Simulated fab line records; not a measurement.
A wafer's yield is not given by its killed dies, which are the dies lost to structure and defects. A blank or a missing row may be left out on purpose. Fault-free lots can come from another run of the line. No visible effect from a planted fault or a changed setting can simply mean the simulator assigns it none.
fab line records	flow nandHarc
[record] lots = 15	wafers = 43	lastDay = 34
route steps=1302 shown A_ZERO_WELL@405 A_ONON_D1@430 END@1302
lots that met no fault: from a run of the same line without faults
startH: the number of hours between the record's first day and the start of the first shown wafer of the lot	waitH: hours from the lot's prior step to this one	" the same as in the row above	L1.1+2: several wafers, shown together as one row	- no value present, or no start provided	* or withheld: withheld	< > ~ a bound
route shown NAME@n: a module of which the file shows steps, and the number in the route of the first	usual: mean and standard deviation over wafers with no fault	same: alike in all rows	chamber/n: place in a boat	sites: readings site by site	_std_site: the standard deviation of these	_edge_site: mean of outer sites minus mean of inner sites	radiusMm: how far each site lies from the wafer's centre	mask NAME#n: copy n	behind: tool/chamber where the wafer was last shaped	hold: why the lot was held/for how many hours/how that ended	device: the n, p or np transistor that did not switch	end of line: tests run on the same wafers once the route is complete	where a step has no rows: the recipe by itself	killed: count of dies lost to structure and defects at first sort (not the wafer's yield)	map: dies across one wafer; x = killed, . = not, _ = none there
set.NAME: the run value of the setting; set.NAME@STEP: its run value at that earlier step	model.NAME: the simulator's own value behind a step, which no gauge read
the route's steps for a sample of lots (tables are steps, rows are wafers)
services: when a tool's chamber went out of use (startH, in hours from the record's first day, below 0 if earlier), for how many hours, and the reason
[[steps]]
[step NHARC_A_ZERO_WELL_ETCH_13]
[recipe] targetDepthA = 1200	timeS = 40.1	hbrFlowSccm = 150	cl2FlowSccm = 50	rfW = 400	icpW = 400	biasW = 100	chemistry = HBr/Cl2
[usual] drypumpMotorCurrentA = 5.6/0.46	oesProductAu = 1.002/0.0097	throttleValvePct = 26.407/0.0087
lot.wafer	tool	chamber	startH	waitH	drypumpMotorCurrentA	oesProductAu	rfHoursCounterH	throttleValvePct
L310.3	rieSi-01	0	146.89	-	6.1	1.001	0.9	26.405
L310.4	"	1	"	"	6.4	1.003	0.9	26.394
L310.6	"	0	"	"	6.0	1.005	-	26.397
L311.4	rieSi-02	0	159.14	-	5.4	1.005	0.3	26.392
L311.3	"	1	"	"	6.4	0.985	0.3	26.404
L311.6	"	3	"	"	5.9	0.987	-	26.392
L312.3	rieSi-04	1	162.61	-	5.2	1.009	1.1	26.408
L312.2	"	2	"	"	5.2	1.014	1.1	26.412
L312.5	"	1	"	"	5.2	0.997	-	26.406
L313.1	rieSi-02	1	175.71	-	6.4	0.989	0.4	26.401
L313.4	"	0	"	"	5.4	1.014	-	26.410
L313.5	"	1	"	"	6.4	0.996	-	26.418
L314.2	rieSi-04	3	194.47	-	6.0	1.005	0.1	26.408
L314.5	"	1	"	"	5.2	0.997	-	26.395
L314.6	"	2	"	"	5.2	1.014	-	26.416
L315.3	rieSi-04	1	195.98	-	5.2	1.002	0.1	26.408
L315.5	"	0	"	"	5.3	1.014	-	26.411
L315.6	"	1	"	"	5.2	0.985	-	26.419
L318.1	rieSi-01	2	228.84	-	5.1	1.018	0.1	26.409
L318.5	"	0	"	"	6.0	1.006	-	26.421
L318.6	"	1	"	"	6.4	1.004	-	26.395
L319.1	rieSi-01	3	237.29	-	5.6	1.007	0.2	26.402
L319.3	"	0	"	"	6.0	1.009	0.3	26.398
L319.5	"	0	"	"	6.0	1.007	-	26.414
L320.2	rieSi-04	0	251.84	-	5.3	1.016	0.4	26.418
L320.4	"	1	"	"	5.2	0.999	0.5	26.411
L320.6	"	3	"	"	6.0	0.999	-	26.403
L321.3	rieSi-01	2	254.67	-	5.1	1.021	0.2	26.413
L321.4	"	3	"	"	5.7	1.012	0.3	26.396
L321.1	"	1	"	"	6.4	1.003	0.3	26.412
L323.2	rieSi-01	0	283.11	-	6.0	0.997	0.6	26.432
L323.1	"	3	"	"	5.7	1.005	0.5	26.417
L323.5	"	1	"	"	6.4	0.988	-	26.397
L325.2	rieSi-04	1	302.16	-	5.2	0.982	0.9	26.414
L325.5	"	2	"	"	5.1	1.012	-	26.411
L327.2	rieSi-04	1	319.43	-	5.2	0.994	1.0	26.406
L327.6	"	0	"	"	5.3	0.999	-	26.410
L331.4	rieSi-01	1	361.28	-	6.5	1.002	1.0	26.401
L331.3	"	2	"	"	5.1	1.004	0.8	26.416
L331.5	"	2	"	"	5.1	0.991	-	26.423
L332.3	rieSi-02	0	374.59	-	5.4	1.007	0.5	26.400
L332.4	"	1	"	"	6.4	0.993	0.6	26.413
L332.6	"	0	"	"	5.4	1.015	-	26.408
[step NHARC_A_ONON_D1_DEP_09]
[recipe] targetThkA = 10000	n2FlowSccm = 2750	n2oFlowSccm = 2000	nh3FlowSccm = 500	sih4FlowSccm = 210	tempC = 400
lot.wafer	tool	chamber	startH	waitH
L310.3+4+6	pecvdOnon-03	0	169.56	0.2
L312.2+3+5	pecvdOnon-04	0	184.69	0.1
L311.3+4+6	pecvdOnon-02	0	184.78	0.2
L313.1+4+5	pecvdOnon-03	0	198.52	0.1
L315.3+5+6	pecvdOnon-04	0	217.10	0.2
L314.2+5+6	pecvdOnon-03	0	217.11	0.1
L318.1+5+6	pecvdOnon-02	0	253.13	0.1
L319.1+3+5	pecvdOnon-03	0	265.37	0.1
L320.2+4+6	pecvdOnon-03	0	274.20	0.1
L321.1+3+4	pecvdOnon-04	0	278.83	0.1
L323.1+2+5	pecvdOnon-04	0	310.37	0.1
L325.2+5	pecvdOnon-04	0	328.56	0.1
L327.2+6	pecvdOnon-04	0	339.87	0.1
L331.3+4+5	pecvdOnon-03	0	386.56	0.2
L332.3+4+6	pecvdOnon-03	0	398.24	0.2
[step NHARC_A_ONON_D1_THK_MEAS_11]
[recipe] thkMeasGauge = ellipsometry
[usual] thkNm = 998/9.3
lot.wafer	tool	chamber	startH	waitH	thkNm
L310.3	filmMetro-01	-	169.95	-	1011
L310.4	"	-	"	"	1007
L310.6	"	-	"	"	1007
L312.2	filmMetro-02	-	185.15	-	1000
L312.3	"	-	"	"	1000
L312.5	"	-	"	"	1001
L311.3	filmMetro-02	-	185.18	-	979
L311.4	"	-	"	"	980
L311.6	"	-	"	"	979
L313.1	filmMetro-01	-	199.04	-	995
L313.4	"	-	"	"	994
L313.5	"	-	"	"	996
L315.3	filmMetro-01	-	217.50	-	1011
L315.5	"	-	"	"	1012
L315.6	"	-	"	"	1011
L314.2	filmMetro-02	-	217.55	-	981
L314.5	"	-	"	"	983
L314.6	"	-	"	"	982
L318.1	filmMetro-01	-	253.65	-	998
L318.5	"	-	"	"	999
L318.6	"	-	"	"	1000
L319.1	filmMetro-01	-	265.87	-	991
L319.3	"	-	"	"	991
L319.5	"	-	"	"	992
L320.2	filmMetro-02	-	274.65	-	1000
L320.4	"	-	"	"	999
L320.6	"	-	"	"	1000
L321.1	filmMetro-02	-	279.34	-	990
L321.3	"	-	"	"	989
L321.4	"	-	"	"	991
L323.1	filmMetro-02	-	310.88	-	995
L323.2	"	-	"	"	1517
L323.5	"	-	"	"	996
L325.2	filmMetro-01	-	329.01	-	1518
L325.5	"	-	"	"	999
L327.2	filmMetro-02	-	340.33	-	1505
L327.6	"	-	"	"	983
L331.3	filmMetro-01	-	386.95	-	1000
L331.4	"	-	"	"	1000
L331.5	"	-	"	"	999
L332.3	filmMetro-02	-	398.63	-	983
L332.4	"	-	"	"	984
L332.6	"	-	"	"	985
[step NHARC_END_SORT_01]
[recipe] tempC = 25
[usual] killedAtArray = 51/18	killedAtOther = 1.0/1.2	killedAtPeriphery = 3.7/2.9	killedDies = 55/19	killedOpen = 3.5/1.9	killedShort = 2.6/1.6
[same] grossDies = 677
lot.wafer	tool	chamber	startH	waitH	killedAtArray	killedAtOther	killedAtPeriphery	killedDies	killedOpen	killedShort
L310.3	prober-01	0	571.27	3.1	67	2	8	77	6	1
L310.4	prober-01	0	572.07	3.4	54	5	3	62	1	3
L310.6	prober-01	0	573.66	4.0	69	3	4	76	1	4
L313.1	prober-01	0	585.43	2.5	18	3	2	23	4	2
L313.4	prober-01	0	587.81	3.4	26	0	1	27	9	2
L313.5	prober-01	0	588.61	3.7	21	1	2	24	10	1
L312.2	prober-02	0	586.22	2.8	60	2	3	65	4	3
L312.3	prober-02	0	587.02	3.1	64	2	1	67	2	2
L312.5	prober-02	0	588.62	3.7	55	2	0	57	1	2
L311.3	prober-01	0	594.84	3.1	53	0	1	54	4	4
L311.4	prober-01	0	595.64	3.4	51	3	4	58	7	1
L311.6	prober-01	0	597.25	4.0	44	0	2	46	4	2
L314.2	prober-02	0	606.13	2.8	60	0	4	64	5	3
L314.5	prober-02	0	608.56	3.7	53	0	1	54	2	1
L314.6	prober-02	0	609.37	4.0	78	0	3	81	3	4
L315.3	prober-01	0	606.93	3.1	57	1	2	60	5	2
L315.5	prober-01	0	608.54	3.7	54	3	3	60	3	3
L315.6	prober-01	0	609.35	4.0	55	1	1	57	4	2
L319.1	prober-02	0	660.06	2.5	19	1	1	21	3	2
L319.3	prober-02	0	661.66	3.1	29	0	1	30	3	3
L319.5	prober-02	0	663.26	3.7	22	1	1	24	5	1
L318.1	prober-01	0	660.07	2.5	67	1	2	70	4	1
L318.5	prober-01	0	663.25	3.7	64	1	3	68	4	2
L318.6	prober-01	0	664.04	4.0	81	1	2	84	2	4
L321.1	prober-02	0	682.92	2.5	83	0	6	89	4	5
L321.3	prober-02	0	684.50	3.1	74	0	7	81	3	2
L321.4	prober-02	0	685.30	3.4	80	0	6	86	4	2
L320.2	prober-01	0	683.72	2.8	29	0	0	29	6	2
L320.4	prober-01	0	685.36	3.4	26	0	5	31	5	2
L320.6	prober-01	0	686.99	4.1	35	0	3	38	3	3
L323.1	prober-02	0	708.95	2.5	46	2	10	58	1	5
L323.2	prober-02	0	709.74	2.8	662	1	14	677	5	3
L323.5	prober-02	0	712.14	3.7	65	0	7	72	1	3
L325.2	prober-01	0	731.41	2.8	672	0	5	677	4	2
L325.5	prober-01	0	733.80	3.7	59	1	5	65	2	4
L327.2	prober-01	0	748.37	2.8	668	4	5	677	6	3
L327.6	prober-01	0	751.57	4.0	51	1	3	55	2	1
L332.3	prober-02	0	796.64	3.1	35	0	1	36	6	6
L332.4	prober-02	0	797.45	3.4	65	1	4	70	6	2
L332.6	prober-02	0	799.06	4.0	53	0	1	54	5	3
L331.3	prober-01	0	815.06	3.1	25	0	2	27	3	3
L331.4	prober-01	0	815.86	3.4	27	0	1	28	3	4
L331.5	prober-01	0	816.66	3.7	18	0	0	18	1	1
// killed by level:class
L310.3 A_CHANNEL_HOLE_D2:chamberFilmFlake=28 A_CHANNEL_HOLE_D1:chamberFilmFlake=27 P_M1:chamberFilmFlake=4 A_WL_FILL:chamberFilmFlake=4 A_CHANNEL_FILL_D1:geometricParticle:open=2 A_CONTACT:chamberFilmFlake=2 P_CONTACT:geometricParticle:short=1 P_CONTACT:geometricParticle:open=1
L310.4 A_CHANNEL_HOLE_D1:chamberFilmFlake=24 A_CHANNEL_HOLE_D2:chamberFilmFlake=24 THIN_TSV:chamberFilmFlake=3 A_WL_FILL:chamberFilmFlake=2 HYBRID_BOND:chamberFilmFlake=2 P_M0:geometricParticle:open=1 A_DECK1_JOINT:geometricParticle:short=1 A_CHANNEL_FILL_D2:geometricParticle:short=1
L310.6 A_CHANNEL_HOLE_D2:chamberFilmFlake=31 A_CHANNEL_HOLE_D1:chamberFilmFlake=29 P_M1:chamberFilmFlake=2 A_CHANNEL_FILL_D2:chamberFilmFlake=2 A_CONTACT:chamberFilmFlake=2 THIN_TSV:chamberFilmFlake=2 P_M0:geometricParticle:short=1 A_CHANNEL_FILL_D2:geometricParticle:short=1
L313.1 A_CONTACT:chamberFilmFlake=10 THIN_TSV:chamberFilmFlake=3 A_CHANNEL_HOLE_D1:chamberFilmFlake=2 P_GATE:geometricParticle:short=1 P_M0:geometricParticle:open=1 A_ONON_D2:geometricParticle:short=1 A_CHANNEL_HOLE_D2:geometricParticle:open=1 A_CONTACT:geometricParticle:open=1
L312.2 A_CHANNEL_HOLE_D1:chamberFilmFlake=38 A_SLIT:chamberFilmFlake=9 A_CONTACT:chamberFilmFlake=3 A_CHANNEL_FILL_D2:geometricParticle:open=2 A_STAIRCASE:chamberFilmFlake=2 THIN_TSV:chamberFilmFlake=2 P_M0:geometricParticle:open=1 A_ONON_D1:geometricParticle:short=1
L312.3 A_CHANNEL_HOLE_D1:chamberFilmFlake=31 A_SLIT:chamberFilmFlake=19 A_CHANNEL_HOLE_D2:chamberFilmFlake=9 THIN_TSV:chamberFilmFlake=2 A_CHANNEL_FILL_D1:geometricParticle:short=1 A_ONON_D2:geometricParticle:open=1 A_CHANNEL_FILL_D2:geometricParticle:open=1 A_SGD_CUT:geometricParticle:short=1
L313.4 A_CONTACT:chamberFilmFlake=4 A_CHANNEL_HOLE_D1:chamberFilmFlake=4 A_BLC:chamberFilmFlake=3 A_ONON_D1:geometricParticle:open=2 A_DECK1_JOINT:geometricParticle:open=2 A_ONON_D2:geometricParticle:open=2 A_CHANNEL_HOLE_D2:chamberFilmFlake=2 A_STAIRCASE:chamberFilmFlake=2
L313.5 A_CONTACT:chamberFilmFlake=5 A_CHANNEL_HOLE_D2:chamberFilmFlake=3 A_DECK1_JOINT:geometricParticle:open=2 A_CHANNEL_FILL_D2:geometricParticle:open=2 A_CHANNEL_HOLE_D1:chamberFilmFlake=2 P_ZERO_WELL:geometricParticle:open=1 P_CONTACT:geometricParticle:open=1 A_CHANNEL_HOLE_D1:geometricParticle:short=1
L312.5 A_CHANNEL_HOLE_D1:chamberFilmFlake=35 A_SLIT:chamberFilmFlake=12 A_CHANNEL_HOLE_D2:chamberFilmFlake=6 A_CHANNEL_FILL_D1:geometricParticle:short=1 STARTING-WAFER:geometricParticle:open=1 STARTING-WAFER:geometricParticle:short=1 A_CONTACT:chamberFilmFlake=1
L311.3 A_CHANNEL_HOLE_D1:chamberFilmFlake=36 A_CONTACT:chamberFilmFlake=5 A_CHANNEL_FILL_D1:geometricParticle:short=2 A_CHANNEL_HOLE_D2:chamberFilmFlake=2 P_M0:geometricParticle:open=1 A_CHANNEL_FILL_D2:geometricParticle:short=1 A_STAIRCASE:geometricParticle:short=1 A_WL_FILL:geometricParticle:open=1
L311.4 A_CHANNEL_HOLE_D1:chamberFilmFlake=37 A_CHANNEL_HOLE_D2:chamberFilmFlake=5 P_CONTACT:geometricParticle:open=2 A_WL_FILL:geometricParticle:open=2 A_STAIRCASE:chamberFilmFlake=2 A_CONTACT:chamberFilmFlake=2 THIN_TSV:chamberFilmFlake=2 P_M2:geometricParticle:open=1
L311.6 A_CHANNEL_HOLE_D1:chamberFilmFlake=32 A_CONTACT:chamberFilmFlake=5 A_CHANNEL_HOLE_D2:chamberFilmFlake=3 P_GATE:geometricParticle:open=1 P_M0:geometricParticle:open=1 A_ONON_D1:geometricParticle:open=1 A_CHANNEL_HOLE_D2:geometricParticle:short=1 A_SGD_CUT:geometricParticle:short=1
L314.2 A_CHANNEL_HOLE_D2:chamberFilmFlake=31 A_SLIT:chamberFilmFlake=12 A_CHANNEL_HOLE_D1:chamberFilmFlake=5 P_M0:geometricParticle:open=2 P_ZERO_WELL:chamberFilmFlake=2 A_ZERO_WELL:chamberFilmFlake=2 A_ONON_D1:geometricParticle:open=1 A_ONON_D2:geometricParticle:short=1
L315.3 A_CHANNEL_HOLE_D1:chamberFilmFlake=36 A_CHANNEL_HOLE_D2:chamberFilmFlake=5 A_DECK1_JOINT:chamberFilmFlake=3 A_SGD_CUT:chamberFilmFlake=3 A_CHANNEL_FILL_D1:geometricParticle:open=2 A_WL_FILL:geometricParticle:short=2 A_CHANNEL_FILL_D1:chamberFilmFlake=2 P_CONTACT:geometricParticle:open=1
L315.5 A_CHANNEL_HOLE_D1:chamberFilmFlake=39 A_CHANNEL_HOLE_D2:chamberFilmFlake=7 A_DECK1_JOINT:chamberFilmFlake=2 THIN_TSV:chamberFilmFlake=2 P_M0:geometricParticle:short=1 P_M2:geometricParticle:open=1 A_ONON_D1:geometricParticle:short=1 A_ONON_D2:geometricParticle:open=1
L314.5 A_CHANNEL_HOLE_D2:chamberFilmFlake=34 A_SLIT:chamberFilmFlake=10 A_CONTACT:chamberFilmFlake=4 A_CHANNEL_FILL_D1:geometricParticle:open=1 A_WL_FILL:geometricParticle:short=1 A_WL_FILL:geometricParticle:open=1 P_GATE:chamberFilmFlake=1 A_CHANNEL_HOLE_D1:chamberFilmFlake=1
L315.6 A_CHANNEL_HOLE_D1:chamberFilmFlake=31 A_CHANNEL_HOLE_D2:chamberFilmFlake=5 A_DECK1_JOINT:chamberFilmFlake=3 A_SGD_CUT:chamberFilmFlake=3 A_CONTACT:chamberFilmFlake=3 A_BLC:geometricParticle:open=2 A_CHANNEL_FILL_D1:geometricParticle:short=1 A_CHANNEL_FILL_D2:geometricParticle:short=1
L314.6 A_SLIT:chamberFilmFlake=33 A_CHANNEL_HOLE_D2:chamberFilmFlake=32 A_CONTACT:chamberFilmFlake=5 A_STAIRCASE:chamberFilmFlake=2 P_CONTACT:geometricParticle:open=1 P_M0:geometricParticle:open=1 P_M0:geometricParticle:short=1 A_ONON_D1:geometricParticle:short=1
L319.1 A_CONTACT:chamberFilmFlake=5 A_STAIRCASE:chamberFilmFlake=4 A_WL_FILL:chamberFilmFlake=2 A_CHANNEL_FILL_D1:geometricParticle:open=1 A_CHANNEL_FILL_D2:geometricParticle:short=1 A_CHANNEL_FILL_D2:geometricParticle:open=1 A_SGD_CUT:geometricParticle:open=1 A_WL_FILL:geometricParticle:short=1
L318.1 A_CHANNEL_HOLE_D1:chamberFilmFlake=38 A_SLIT:chamberFilmFlake=12 A_CHANNEL_FILL_D1:chamberFilmFlake=4 A_CONTACT:chamberFilmFlake=4 A_CHANNEL_HOLE_D2:chamberFilmFlake=2 A_CHANNEL_HOLE_D2:unspecified=2 A_STAIRCASE:chamberFilmFlake=2 P_CONTACT:geometricParticle:short=1
L319.3 A_STAIRCASE:chamberFilmFlake=6 A_CHANNEL_HOLE_D1:chamberFilmFlake=5 A_CONTACT:chamberFilmFlake=5 A_SLIT:chamberFilmFlake=4 A_CHANNEL_FILL_D2:chamberFilmFlake=2 A_BONDPAD:chamberFilmFlake=2 P_CONTACT:geometricParticle:open=1 A_ONON_D1:geometricParticle:short=1
L318.5 A_CHANNEL_HOLE_D1:chamberFilmFlake=35 A_SLIT:chamberFilmFlake=14 A_STAIRCASE:chamberFilmFlake=4 A_CHANNEL_HOLE_D2:unspecified=3 A_CHANNEL_FILL_D1:chamberFilmFlake=2 P_M0:geometricParticle:open=1 P_M0:geometricParticle:short=1 P_M1:geometricParticle:open=1
L319.5 A_STAIRCASE:chamberFilmFlake=3 A_DECK1_JOINT:geometricParticle:open=2 A_CHANNEL_HOLE_D1:chamberFilmFlake=2 A_CHANNEL_FILL_D2:chamberFilmFlake=2 A_CONTACT:chamberFilmFlake=2 A_BONDPAD:chamberFilmFlake=2 A_CHANNEL_FILL_D1:geometricParticle:open=1 A_ONON_D2:geometricParticle:open=1
L318.6 A_SLIT:chamberFilmFlake=33 A_CHANNEL_HOLE_D1:chamberFilmFlake=29 A_CONTACT:chamberFilmFlake=8 A_CHANNEL_FILL_D1:chamberFilmFlake=3 P_M0:geometricParticle:short=1 A_DECK1_JOINT:geometricParticle:short=1 A_CHANNEL_FILL_D2:geometricParticle:short=1 A_SLIT:geometricParticle:open=1
L321.1 A_SLIT:chamberFilmFlake=30 A_CHANNEL_HOLE_D1:chamberFilmFlake=25 A_CHANNEL_HOLE_D2:chamberFilmFlake=11 P_GATE:chamberFilmFlake=4 A_CHANNEL_FILL_D2:chamberFilmFlake=4 A_STAIRCASE:chamberFilmFlake=3 A_DECK1_JOINT:geometricParticle:open=2 A_WL_FILL:geometricParticle:short=2
L320.2 A_CHANNEL_HOLE_D2:chamberFilmFlake=6 A_STAIRCASE:chamberFilmFlake=6 A_SLIT:chamberFilmFlake=5 A_SOURCE_PLATE:geometricParticle:open=2 A_ONON_D2:geometricParticle:short=2 A_CHANNEL_FILL_D1:geometricParticle:open=1 A_CHANNEL_FILL_D2:geometricParticle:open=1 A_BLC:geometricParticle:open=1
L321.3 A_CHANNEL_HOLE_D1:chamberFilmFlake=36 A_CHANNEL_HOLE_D2:chamberFilmFlake=14 A_SLIT:chamberFilmFlake=10 A_CHANNEL_FILL_D2:chamberFilmFlake=4 A_STAIRCASE:chamberFilmFlake=3 P_ZERO_WELL:chamberFilmFlake=2 P_GATE:chamberFilmFlake=2 A_CONTACT:chamberFilmFlake=2
L321.4 A_SLIT:chamberFilmFlake=27 A_CHANNEL_HOLE_D1:chamberFilmFlake=26 A_CHANNEL_HOLE_D2:chamberFilmFlake=10 P_GATE:chamberFilmFlake=4 A_STAIRCASE:chamberFilmFlake=3 A_SGD_CUT:chamberFilmFlake=3 A_CONTACT:chamberFilmFlake=2 A_BONDPAD:chamberFilmFlake=2
L320.4 A_STAIRCASE:chamberFilmFlake=7 A_CONTACT:chamberFilmFlake=6 A_CHANNEL_HOLE_D1:chamberFilmFlake=3 A_CHANNEL_HOLE_D2:chamberFilmFlake=3 P_M1:geometricParticle:open=2 A_ONON_D1:geometricParticle:short=2 P_GATE:chamberFilmFlake=2 A_SLIT:chamberFilmFlake=2
L320.6 A_CHANNEL_HOLE_D1:chamberFilmFlake=9 A_STAIRCASE:chamberFilmFlake=7 A_CHANNEL_HOLE_D2:chamberFilmFlake=4 A_SLIT:chamberFilmFlake=4 A_DECK1_JOINT:geometricParticle:short=3 P_GATE:chamberFilmFlake=2 A_CHANNEL_FILL_D2:chamberFilmFlake=2 A_WL_FILL:chamberFilmFlake=2
L323.1 A_SLIT:chamberFilmFlake=14 A_CHANNEL_HOLE_D1:chamberFilmFlake=12 P_BONDPAD:chamberFilmFlake=4 A_CHANNEL_HOLE_D2:chamberFilmFlake=4 A_STAIRCASE:chamberFilmFlake=4 P_GATE:chamberFilmFlake=2 P_CONTACT:chamberFilmFlake=2 A_DECK1_JOINT:chamberFilmFlake=2
L323.2 A_ONON_D1:areaDep=601 A_SLIT:chamberFilmFlake=29 A_CHANNEL_HOLE_D2:chamberFilmFlake=11 P_BONDPAD:chamberFilmFlake=7 A_STAIRCASE:chamberFilmFlake=7 P_CONTACT:chamberFilmFlake=4 A_CHANNEL_HOLE_D1:chamberFilmFlake=4 A_M1:geometricParticle:open=3
L323.5 A_CHANNEL_HOLE_D2:chamberFilmFlake=21 A_SLIT:chamberFilmFlake=12 A_CHANNEL_HOLE_D1:chamberFilmFlake=11 A_STAIRCASE:chamberFilmFlake=10 P_BONDPAD:chamberFilmFlake=4 P_GATE:chamberFilmFlake=2 A_ZERO_WELL:chamberFilmFlake=2 A_CONTACT:chamberFilmFlake=2
L325.2 A_ONON_D1:areaDep=607 A_SLIT:chamberFilmFlake=34 A_CHANNEL_HOLE_D2:chamberFilmFlake=17 A_CHANNEL_HOLE_D1:chamberFilmFlake=4 A_WL_FILL:chamberFilmFlake=3 P_M0:geometricParticle:open=2 P_STI:chamberFilmFlake=2 A_WL_FILL:geometricParticle:short=2
L325.5 A_SLIT:chamberFilmFlake=36 A_CHANNEL_HOLE_D2:chamberFilmFlake=12 A_CHANNEL_HOLE_D1:chamberFilmFlake=3 A_WL_FILL:chamberFilmFlake=3 A_ONON_D1:geometricParticle:short=2 P_GATE:chamberFilmFlake=2 P_M1:geometricParticle:open=1 P_M2:geometricParticle:open=1
L327.2 A_ONON_D1:areaDep=610 A_CHANNEL_HOLE_D1:chamberFilmFlake=32 A_CONTACT:chamberFilmFlake=7 P_M1:chamberFilmFlake=4 A_SLIT:chamberFilmFlake=4 A_WL_FILL:chamberFilmFlake=4 HYBRID_BOND:chamberFilmFlake=3 A_DECK1_JOINT:geometricParticle:open=2
L327.6 A_CHANNEL_HOLE_D1:chamberFilmFlake=34 A_WL_FILL:chamberFilmFlake=5 A_CONTACT:chamberFilmFlake=5 P_M1:chamberFilmFlake=3 A_SLIT:chamberFilmFlake=2 A_ONON_D1:geometricParticle:open=1 A_CONTACT:geometricParticle:short=1 A_M0:geometricParticle:open=1
L332.3 A_SLIT:chamberFilmFlake=11 A_WL_FILL:chamberFilmFlake=4 A_CONTACT:chamberFilmFlake=4 A_DECK1_JOINT:geometricParticle:short=2 A_CHANNEL_FILL_D2:geometricParticle:open=2 A_BLC:geometricParticle:open=2 A_M0:geometricParticle:open=2 A_CHANNEL_HOLE_D2:chamberFilmFlake=2
L332.4 A_CHANNEL_HOLE_D2:chamberFilmFlake=29 A_SLIT:chamberFilmFlake=23 A_CONTACT:chamberFilmFlake=5 A_DECK1_JOINT:chamberFilmFlake=2 P_CONTACT:geometricParticle:short=1 P_M0:geometricParticle:open=1 P_M1:geometricParticle:open=1 A_CHANNEL_HOLE_D1:geometricParticle:open=1
L332.6 A_CHANNEL_HOLE_D2:chamberFilmFlake=24 A_SLIT:chamberFilmFlake=15 A_CHANNEL_HOLE_D1:geometricParticle:open=2 A_WL_FILL:chamberFilmFlake=2 A_CONTACT:chamberFilmFlake=2 A_SOURCE_PLATE:geometricParticle:short=1 A_DECK1_JOINT:geometricParticle:short=1 A_CHANNEL_FILL_D2:geometricParticle:short=1
L331.3 A_SLIT:chamberFilmFlake=9 A_CONTACT:chamberFilmFlake=5 A_M0:chamberFilmFlake=3 A_CHANNEL_FILL_D2:geometricParticle:open=2 P_M2:geometricParticle:short=1 A_ONON_D1:geometricParticle:open=1 A_CHANNEL_FILL_D1:geometricParticle:short=1 A_CHANNEL_FILL_D2:geometricParticle:short=1
L331.4 A_SLIT:chamberFilmFlake=6 A_CHANNEL_FILL_D1:chamberFilmFlake=3 A_CONTACT:chamberFilmFlake=3 A_M0:chamberFilmFlake=3 A_STAIRCASE:chamberFilmFlake=2 P_GATE:geometricParticle:open=1 A_CHANNEL_HOLE_D1:geometricParticle:short=1 A_ONON_D2:geometricParticle:short=1
L331.5 A_SLIT:chamberFilmFlake=9 A_CONTACT:chamberFilmFlake=3 A_ONON_D1:geometricParticle:short=1 A_M1:geometricParticle:open=1 A_DECK1_JOINT:chamberFilmFlake=1 A_CHANNEL_HOLE_D2:chamberFilmFlake=1 A_WL_FILL:chamberFilmFlake=1 A_M0:chamberFilmFlake=1
[[services]]
tool	chamber	startH	hours	kind
pecvdOnon-04	-	130.00	13.0	pm
rieSi-04	-	165.00	9.0	pm
rieSi-02	2	172.28	7.8	repair
rieSi-04	-	174.26	0.4	repair
rieSi-04	-	175.50	0.6	repair
pecvdOnon-02	-	185.59	13.0	pm
rieSi-01	-	193.00	9.0	pm
rieSi-01	0	193.00	9.0	ventCycle
rieSi-01	1	193.00	9.0	ventCycle
rieSi-01	2	193.00	9.0	ventCycle
rieSi-01	3	193.00	9.0	ventCycle
rieSi-04	0	205.51	5.8	repair
pecvdOnon-03	-	227.00	13.0	pm
rieSi-01	1	245.88	1.6	repair
rieSi-01	-	264.66	0.4	repair
rieSi-01	-	274.29	1.1	repair
rieSi-02	-	277.00	9.0	pm
pecvdOnon-04	-	311.30	13.0	pm
rieSi-04	-	334.82	1.5	repair
rieSi-04	-	342.00	9.0	pm
pecvdOnon-04	-	362.11	18.0	repair
pecvdOnon-02	-	366.59	13.0	pm
rieSi-01	-	370.00	9.0	pm
rieSi-02	0	395.06	16.7	repair
[[key]]
[firstSign] step = NHARC_A_ONON_D1_THK_MEAS_11	reading = thkNm	direction = up	sigmas = 55	usual = 998	struck = 1513
[effect] step = NHARC_END_SORT_01	reading = killedAtArray	direction = up	sigmas = 34	usual = 51	struck = 667
[moreKillsBornAt] NHARC_A_ONON_D1_DEP_09@pecvdOnon-04 = 1818
metAt NHARC_A_ONON_D1_DEP_09
struckLots L323,L325,L327
struckWafers L323.2,L325.2,L327.2
laterRowsLeftOut L323.2,L325.2,L327.2
testerLeftOut L323,L325,L327
notActingAt NHARC_A_ZERO_WELL_ETCH_13
onsetBetween 278.83 310.37
[fault] kind = processParameterDrift	tool = pecvdOnon-04	chamber = -	onsetH = 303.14	steps = NHARC_A_ONON_D1_DEP_09	channel = targetThkA	offset = *	shape = step	endH = 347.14	scope = struckWafersOnly	actsIn = *	stated = *
// testerLeftOut: of these lots the tester's yield and bins aren't shown, on N5 and GAA mostly nor the transistor test; their killed dies are dies lost to structure and defects alone, not to doping, threshold or leakage, so they don't give the yield
// laterRowsLeftOut: the simulator's readings of these wafers behind a module that went badly wrong aren't trusted and aren't shown, but for the sort
